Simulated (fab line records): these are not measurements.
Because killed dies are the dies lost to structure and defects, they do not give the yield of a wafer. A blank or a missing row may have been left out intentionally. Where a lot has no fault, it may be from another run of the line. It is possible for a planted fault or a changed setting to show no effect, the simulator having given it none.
Chamber matching / flow nandHarc / 4 sister chambers for NHARC_A_CONTACT_ETCH_102 on rieDiel-07
The step etches the open film in CF4/O2, target depth 100 nm, overetch 10 nm, time 55 s. 24 wafers are shown with their chamber, then 12 later ones without.

== WAFERS PAIRED WITH THEIR CHAMBERS ==
wafer=L075.2; chamber=0; drypumpMotorCurrentA (A)=5.7; showerheadPlenumPTorr (Torr)=1.30; oesProductAu (a.u.)=1.007
wafer=L075.4; chamber=1; drypumpMotorCurrentA (A)=4.9; showerheadPlenumPTorr (Torr)=1.30; oesProductAu (a.u.)=0.982
wafer=L075.6; chamber=2; drypumpMotorCurrentA (A)=6.6; showerheadPlenumPTorr (Torr)=1.39; oesProductAu (a.u.)=0.984
wafer=L076.4; chamber=2; drypumpMotorCurrentA (A)=6.7; showerheadPlenumPTorr (Torr)=1.39; oesProductAu (a.u.)=0.992
wafer=L076.5; chamber=1; drypumpMotorCurrentA (A)=5.0; showerheadPlenumPTorr (Torr)=1.30; oesProductAu (a.u.)=0.997
wafer=L076.6; chamber=0; drypumpMotorCurrentA (A)=5.7; showerheadPlenumPTorr (Torr)=1.29; oesProductAu (a.u.)=1.006
wafer=L080.4; chamber=0; drypumpMotorCurrentA (A)=5.7; showerheadPlenumPTorr (Torr)=1.29; oesProductAu (a.u.)=0.989
wafer=L080.5; chamber=2; drypumpMotorCurrentA (A)=6.6; showerheadPlenumPTorr (Torr)=1.39; oesProductAu (a.u.)=0.982
wafer=L080.6; chamber=1; drypumpMotorCurrentA (A)=4.9; showerheadPlenumPTorr (Torr)=1.30; oesProductAu (a.u.)=0.985
wafer=L079.1; chamber=3; drypumpMotorCurrentA (A)=5.4; showerheadPlenumPTorr (Torr)=1.33; oesProductAu (a.u.)=1.004
wafer=L079.3; chamber=0; drypumpMotorCurrentA (A)=5.7; showerheadPlenumPTorr (Torr)=1.29; oesProductAu (a.u.)=0.996
wafer=L079.5; chamber=1; drypumpMotorCurrentA (A)=4.9; showerheadPlenumPTorr (Torr)=1.30; oesProductAu (a.u.)=0.991
wafer=L083.2; chamber=2; drypumpMotorCurrentA (A)=6.6; showerheadPlenumPTorr (Torr)=1.39; oesProductAu (a.u.)=0.992
wafer=L083.3; chamber=1; drypumpMotorCurrentA (A)=4.9; showerheadPlenumPTorr (Torr)=1.30; oesProductAu (a.u.)=0.985
wafer=L083.6; chamber=0; drypumpMotorCurrentA (A)=5.7; showerheadPlenumPTorr (Torr)=1.29; oesProductAu (a.u.)=0.985
wafer=L084.1; chamber=3; drypumpMotorCurrentA (A)=5.4; showerheadPlenumPTorr (Torr)=1.33; oesProductAu (a.u.)=1.015
wafer=L084.5; chamber=2; drypumpMotorCurrentA (A)=6.6; showerheadPlenumPTorr (Torr)=1.39; oesProductAu (a.u.)=0.996
wafer=L084.6; chamber=3; drypumpMotorCurrentA (A)=5.4; showerheadPlenumPTorr (Torr)=1.33; oesProductAu (a.u.)=1.008
wafer=L085.2; chamber=3; drypumpMotorCurrentA (A)=5.4; showerheadPlenumPTorr (Torr)=1.33; oesProductAu (a.u.)=1.004
wafer=L085.3; chamber=2; drypumpMotorCurrentA (A)=6.6; showerheadPlenumPTorr (Torr)=1.38; oesProductAu (a.u.)=1.003
wafer=L085.6; chamber=3; drypumpMotorCurrentA (A)=5.4; showerheadPlenumPTorr (Torr)=1.33; oesProductAu (a.u.)=1.006
wafer=L086.1; chamber=3; drypumpMotorCurrentA (A)=5.4; showerheadPlenumPTorr (Torr)=1.33; oesProductAu (a.u.)=1.003
wafer=L086.3; chamber=1; drypumpMotorCurrentA (A)=4.9; showerheadPlenumPTorr (Torr)=1.30; oesProductAu (a.u.)=0.982
wafer=L086.5; chamber=0; drypumpMotorCurrentA (A)=5.7; showerheadPlenumPTorr (Torr)=1.29; oesProductAu (a.u.)=0.980

SIGNATURES (averages over the wafers above)
reading=drypumpMotorCurrentA; chamber 0=5.700; chamber 1=4.917; chamber 2=6.617; chamber 3=5.400; scatter within a chamber=0.0289
reading=showerheadPlenumPTorr; chamber 0=1.2917; chamber 1=1.3000; chamber 2=1.3883; chamber 3=1.3300; scatter within a chamber=0.00289
reading=oesProductAu; chamber 0=0.99383; chamber 1=0.98700; chamber 2=0.99150; chamber 3=1.00667; scatter within a chamber=0.00772
Rule: for a wafer and a chamber, the distance is found by dividing, reading by reading, the gap between the wafer's reading and the chamber's mean by the reading's scatter, squaring, summing and taking the root. The wafer belongs to the nearest chamber; if the next one is less than 2 further off, it can't be placed. The scatter is the square root of a quotient: the sum, over the shown wafers, of each reading's squared deviation from its chamber's mean, divided by wafers minus chambers.

== WAFERS MISSING THEIR CHAMBER ==
wafer=L089.2; drypumpMotorCurrentA (A)=5.4; showerheadPlenumPTorr (Torr)=1.33; oesProductAu (a.u.)=0.996
wafer=L089.4; drypumpMotorCurrentA (A)=4.9; showerheadPlenumPTorr (Torr)=1.30; oesProductAu (a.u.)=0.981
wafer=L089.5; drypumpMotorCurrentA (A)=6.6; showerheadPlenumPTorr (Torr)=1.38; oesProductAu (a.u.)=1.003
wafer=L091.1; drypumpMotorCurrentA (A)=5.0; showerheadPlenumPTorr (Torr)=1.30; oesProductAu (a.u.)=1.002
wafer=L091.4; drypumpMotorCurrentA (A)=6.6; showerheadPlenumPTorr (Torr)=1.38; oesProductAu (a.u.)=0.984
wafer=L091.5; drypumpMotorCurrentA (A)=6.6; showerheadPlenumPTorr (Torr)=1.38; oesProductAu (a.u.)=0.987
wafer=L093.2; drypumpMotorCurrentA (A)=4.9; showerheadPlenumPTorr (Torr)=1.30; oesProductAu (a.u.)=0.989
wafer=L093.4; drypumpMotorCurrentA (A)=5.4; showerheadPlenumPTorr (Torr)=1.33; oesProductAu (a.u.)=1.009
wafer=L093.6; drypumpMotorCurrentA (A)=4.9; showerheadPlenumPTorr (Torr)=1.29; oesProductAu (a.u.)=0.982
wafer=L094.2; drypumpMotorCurrentA (A)=5.4; showerheadPlenumPTorr (Torr)=1.33; oesProductAu (a.u.)=1.010
wafer=L094.3; drypumpMotorCurrentA (A)=4.9; showerheadPlenumPTorr (Torr)=1.29; oesProductAu (a.u.)=0.984
wafer=L094.5; drypumpMotorCurrentA (A)=4.9; showerheadPlenumPTorr (Torr)=1.29; oesProductAu (a.u.)=0.997

== THE CHAMBER EACH PASSED THROUGH ==
wafer=L089.2; from the rows above=3; in truth=3
wafer=L089.4; from the rows above=1; in truth=1
wafer=L089.5; from the rows above=2; in truth=2
wafer=L091.1; from the rows above=1; in truth=1
wafer=L091.4; from the rows above=2; in truth=2
wafer=L091.5; from the rows above=2; in truth=2
wafer=L093.2; from the rows above=1; in truth=1
wafer=L093.4; from the rows above=3; in truth=3
wafer=L093.6; from the rows above=1; in truth=1
wafer=L094.2; from the rows above=3; in truth=3
wafer=L094.3; from the rows above=1; in truth=1
wafer=L094.5; from the rows above=1; in truth=1
Correct placement for 12 of the 12. Not placeable from these rows: 0. Placed wrongly: 0.
